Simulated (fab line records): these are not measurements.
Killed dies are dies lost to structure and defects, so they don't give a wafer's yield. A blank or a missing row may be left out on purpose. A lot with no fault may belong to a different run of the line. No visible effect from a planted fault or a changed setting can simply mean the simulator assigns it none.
Matching of chambers -- flow n5Finfet -- rieDiel-05 running N5_HKMG_FIN_STRIP_89: 4 sister chambers
The step strips SOC in N2/H2, time 20 s. 4 wafers are shown with their chamber, then 7 later ones without.

== WAFERS WITH THEIR CHAMBER ==
wafer,chamber,drypumpMotorCurrentA (A)
L084.3,3,5.8
L084.6,1,6.0
L090.1,0,5.1
L090.2,2,5.2

== WAFERS WITHOUT THEIR CHAMBER ==
wafer,drypumpMotorCurrentA (A)
L090.6,5.1
L094.1,5.8
L094.5,5.7
L094.6,5.1
L096.1,5.1
L096.2,5.0
L096.3,5.8

== THE CHAMBER EACH PASSED THROUGH ==
wafer,from the rows above,in truth
L090.6,can't be placed: 0 or 2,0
L094.1,3,3
L094.5,3,3
L094.6,can't be placed: 0 or 2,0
L096.1,can't be placed: 0 or 2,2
L096.2,can't be placed: 0 or 2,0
L096.3,3,3
Correct placement for 3 of the 7. Not placeable from these rows: 4 (in 4, the candidates include the true chamber). Wrongly placed: 0.
How it was worked out, from the rows above alone: a wafer's distance from a chamber is the root of the sum, over the readings, of the square of ((its reading less the chamber's mean) divided by the reading's scatter). The wafer belongs to the nearest chamber; if the next one is less than 2 further off, it can't be placed. For every chamber, the mean is computed from those of its wafers that are shown. The scatter (one wafer shown for each chamber): square how far every hidden wafer sits from the nearest shown wafer, average those squares and take the square root.
